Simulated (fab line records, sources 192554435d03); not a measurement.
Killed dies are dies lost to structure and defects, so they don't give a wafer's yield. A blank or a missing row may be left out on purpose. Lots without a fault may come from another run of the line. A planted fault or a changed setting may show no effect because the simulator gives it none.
A struck lot beside a sound one | flow n5_finfet | 15 steps out of a route of 1938
Sound: wafers L424.1, L424.3, L424.4. Struck: wafers L434.3, L434.6. (L434.4 of the same lot was not struck and is left out.) The cause comes at the end.
At each step with rows: each side's tool, then ch and its chambers, then its first start. Under that, the readings that differ: sound wafers | struck wafers | difference of the means | sigmas: that difference in standard deviations of wafers without a fault.
alike: readings whose means differ by less than 2 such deviations, and words and numbers that are the same on both sides. not compared: withheld readings, readings that some wafer has no value for, bounds like >300 that may hide the same value, and numbers for which the record gives no deviation and whose values overlap.
The two part at a step that has a row with sigmas, a row that says differs or no value, or rows on one side only. Numbers that don't overlap but have no deviation are shown without sigmas and don't part them. A reading that every wafer of one side lacks parts them only if that side has two wafers or more.

first, 7 steps without rows for these wafers: N5_PASSIVATION_COAT_24; N5_PASSIVATION_EBR_26; N5_PASSIVATION_SOFTBAKE_25 (time 90 s); N5_PASSIVATION_EXPOSE_27 (exposes mask PAD, defocus 0 nm); N5_PASSIVATION_PEB_28; N5_PASSIVATION_DEVELOP_29 (develop time 60 s); N5_PASSIVATION_HARDBAKE_31 (time 120 s).
N5_PASSIVATION_CD_MEAS_30: target cd 4000 nm.
  sound on cd_sem-03 ch 0, day 11 17:52; struck on cd_sem-01 ch 0, day 14 20:34
  alike: cd_nm
N5_PASSIVATION_OVL_MEAS_63:
  sound on overlay-02 ch 0, day 11 17:53; struck on overlay-01 ch 0, day 14 20:36
  alike: PAD_OVL
N5_PASSIVATION_INSPECT_64: inspects for defects (macro).
  sound on defect_inspect-02, day 11 17:55; struck on defect_inspect-02, day 14 20:37
  alike: raw_defect_count
N5_PASSIVATION_DESCUM_32: chemistry O2, time 7.9 s.
  sound on rie_diel-02 ch 0,1,3, day 11 19:49; struck on rie_diel-03 ch 1, day 14 20:43
  alike: bias_power_w, drypump_motor_current_A, oes_product_au, rf_vpp_V, showerhead_plenum_p_Torr, throttle_valve_pct
  not compared: rf_hours_counter_h
N5_PASSIVATION_AL_ETCH_33: etches Al in Cl2/BCl3, stops on TaN, target depth 2800 nm, time 466.7 s.
  sound on rie_metal-02 ch 0,1, day 11 19:53; struck on rie_metal-02 ch 0, day 14 20:56
  alike: drypump_motor_current_A, mfc_cl2_sccm, oes_product_au, throttle_valve_pct
  not compared: rf_hours_counter_h
N5_PASSIVATION_ETCH_59: etches TaN in Cl2/BCl3, target depth 65 nm, time 34.9 s.
  sound on rie_metal-02 ch 0,1, day 11 20:17; struck on rie_metal-02 ch 0, day 14 21:14
  reading                  | sound             | struck      | difference | sigmas
  model.etch.depth_nm (nm) | 64.15 64.28 65.48 | 54.08 54.08 | -10.56     |
  alike: drypump_motor_current_A, mfc_cl2_sccm, oes_product_au, throttle_valve_pct
  not compared: rf_hours_counter_h
N5_PASSIVATION_STRIP_34: strips in O2.
  sound on rie_diel-03 ch 0,1,3, day 11 20:26; struck on rie_diel-02 ch 0,3, day 14 21:20
  alike: drypump_motor_current_A, oes_product_au, rf_vpp_V, showerhead_plenum_p_Torr, throttle_valve_pct
  not compared: rf_hours_counter_h
N5_PASSIVATION_PROBE_49:
  sound on prober-02, day 12 01:10; struck on prober-01, day 15 01:49
  reading            | sound    | struck | difference | sigmas
  killed_at_M4_up    | 12 11 11 | 32     | +21        | +3
  killed_at_contacts | 4 6 8    | 22     | +16        | +2
  alike: defect_limited_yield, killed_at_M0_to_M3, killed_at_front_end, killed_at_other, killed_dies, killed_open, killed_short, sort_bin_5_function, sort_bin_6_memory, sort_n_pass, sort_yield_pct

WHERE THEY PART
Only at N5_PASSIVATION_PROBE_49, within this record.

WHY: what the simulator had put in
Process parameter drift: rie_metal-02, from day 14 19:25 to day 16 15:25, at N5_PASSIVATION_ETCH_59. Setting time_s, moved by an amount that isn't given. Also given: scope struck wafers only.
